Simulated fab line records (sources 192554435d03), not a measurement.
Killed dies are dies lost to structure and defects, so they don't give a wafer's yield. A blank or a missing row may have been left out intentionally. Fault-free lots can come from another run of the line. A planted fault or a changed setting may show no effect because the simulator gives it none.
Chamber matching || flow n5Finfet || rieDiel-02 running N5_BEOL_M2_ETCH_77: 4 sister chambers
The step etches underlayer in N2/H2, target depth 6.5 nm, time 5.2 s. 16 wafers are shown with their chamber, then 8 later ones without.

## WAFERS WITH THEIR CHAMBER
{"wafer": "L075.2", "chamber": 2, "throttleValvePct (%)": 17.82, "drypumpMotorCurrentA (A)": 5.44, "showerheadPlenumPTorr (Torr)": 2.52}
{"wafer": "L075.3", "chamber": 3, "throttleValvePct (%)": 18.28, "drypumpMotorCurrentA (A)": 5.56, "showerheadPlenumPTorr (Torr)": 2.51}
{"wafer": "L075.4", "chamber": 1, "throttleValvePct (%)": 18.17, "drypumpMotorCurrentA (A)": 5.87, "showerheadPlenumPTorr (Torr)": 2.63}
{"wafer": "L078.2", "chamber": 0, "throttleValvePct (%)": 17.70, "drypumpMotorCurrentA (A)": 5.59, "showerheadPlenumPTorr (Torr)": 2.51}
{"wafer": "L078.3", "chamber": 2, "throttleValvePct (%)": 17.82, "drypumpMotorCurrentA (A)": 5.40, "showerheadPlenumPTorr (Torr)": 2.52}
{"wafer": "L078.6", "chamber": 1, "throttleValvePct (%)": 18.17, "drypumpMotorCurrentA (A)": 5.87, "showerheadPlenumPTorr (Torr)": 2.63}
{"wafer": "L084.2", "chamber": 1, "throttleValvePct (%)": 18.19, "drypumpMotorCurrentA (A)": 5.88, "showerheadPlenumPTorr (Torr)": 2.62}
{"wafer": "L084.3", "chamber": 2, "throttleValvePct (%)": 17.85, "drypumpMotorCurrentA (A)": 5.39, "showerheadPlenumPTorr (Torr)": 2.51}
{"wafer": "L084.6", "chamber": 0, "throttleValvePct (%)": 17.72, "drypumpMotorCurrentA (A)": 5.54, "showerheadPlenumPTorr (Torr)": 2.50}
{"wafer": "L086.3", "chamber": 1, "throttleValvePct (%)": 18.21, "drypumpMotorCurrentA (A)": 5.87, "showerheadPlenumPTorr (Torr)": 2.62}
{"wafer": "L086.5", "chamber": 0, "throttleValvePct (%)": 17.74, "drypumpMotorCurrentA (A)": 5.60, "showerheadPlenumPTorr (Torr)": 2.50}
{"wafer": "L086.6", "chamber": 3, "throttleValvePct (%)": 18.30, "drypumpMotorCurrentA (A)": 5.58, "showerheadPlenumPTorr (Torr)": 2.50}
{"wafer": "L087.3", "chamber": 1, "throttleValvePct (%)": 18.20, "drypumpMotorCurrentA (A)": 5.86, "showerheadPlenumPTorr (Torr)": 2.62}
{"wafer": "L087.4", "chamber": 0, "throttleValvePct (%)": 17.72, "drypumpMotorCurrentA (A)": 5.58, "showerheadPlenumPTorr (Torr)": 2.50}
{"wafer": "L087.5", "chamber": 3, "throttleValvePct (%)": 18.29, "drypumpMotorCurrentA (A)": 5.57, "showerheadPlenumPTorr (Torr)": 2.50}
{"wafer": "L091.2", "chamber": 2, "throttleValvePct (%)": 17.87, "drypumpMotorCurrentA (A)": 5.39, "showerheadPlenumPTorr (Torr)": 2.51}

SIGNATURES (averages over the wafers above)
{"reading": "throttleValvePct", "chamber 0": 17.7200, "chamber 1": 18.1880, "chamber 2": 17.8400, "chamber 3": 18.2900, "scatter within a chamber": 0.0184}
{"reading": "drypumpMotorCurrentA", "chamber 0": 5.5775, "chamber 1": 5.8700, "chamber 2": 5.4050, "chamber 3": 5.5700, "scatter within a chamber": 0.0187}
{"reading": "showerheadPlenumPTorr", "chamber 0": 2.5025, "chamber 1": 2.6240, "chamber 2": 2.5150, "chamber 3": 2.5033, "scatter within a chamber": 0.00549}
Rule: for each reading, subtract the chamber's mean from the wafer's reading, divide by that reading's scatter and square the result; add these up over the readings and take the root, which gives the wafer's distance from the chamber. The wafer belongs to the nearest chamber; if the next one is less than 2 further off, it can't be placed. The scatter is the square root of a quotient: the sum, over the shown wafers, of each reading's squared deviation from its chamber's mean, divided by wafers minus chambers.

## WAFERS WITHOUT THEIR CHAMBER
{"wafer": "L091.3", "throttleValvePct (%)": 17.75, "drypumpMotorCurrentA (A)": 5.61, "showerheadPlenumPTorr (Torr)": 2.50}
{"wafer": "L091.6", "throttleValvePct (%)": 18.34, "drypumpMotorCurrentA (A)": 5.57, "showerheadPlenumPTorr (Torr)": 2.50}
{"wafer": "L095.1", "throttleValvePct (%)": 18.23, "drypumpMotorCurrentA (A)": 5.87, "showerheadPlenumPTorr (Torr)": 2.61}
{"wafer": "L095.3", "throttleValvePct (%)": 18.21, "drypumpMotorCurrentA (A)": 5.88, "showerheadPlenumPTorr (Torr)": 2.61}
{"wafer": "L095.6", "throttleValvePct (%)": 18.32, "drypumpMotorCurrentA (A)": 5.58, "showerheadPlenumPTorr (Torr)": 2.50}
{"wafer": "L096.2", "throttleValvePct (%)": 18.37, "drypumpMotorCurrentA (A)": 5.56, "showerheadPlenumPTorr (Torr)": 2.49}
{"wafer": "L096.5", "throttleValvePct (%)": 18.24, "drypumpMotorCurrentA (A)": 5.86, "showerheadPlenumPTorr (Torr)": 2.61}
{"wafer": "L096.6", "throttleValvePct (%)": 17.45, "drypumpMotorCurrentA (A)": 5.45, "showerheadPlenumPTorr (Torr)": 2.50}

## CHAMBER TAKEN BY EACH
{"wafer": "L091.3", "from the rows above": 0, "in truth": 0}
{"wafer": "L091.6", "from the rows above": 3, "in truth": 3}
{"wafer": "L095.1", "from the rows above": 1, "in truth": 1}
{"wafer": "L095.3", "from the rows above": 1, "in truth": 1}
{"wafer": "L095.6", "from the rows above": 3, "in truth": 3}
{"wafer": "L096.2", "from the rows above": 3, "in truth": 3}
{"wafer": "L096.5", "from the rows above": 1, "in truth": 1}
{"wafer": "L096.6", "from the rows above": 0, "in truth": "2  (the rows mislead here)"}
Correctly placed: 7 of 8. Left unplaced by these rows: 0. Placed wrongly: 1.
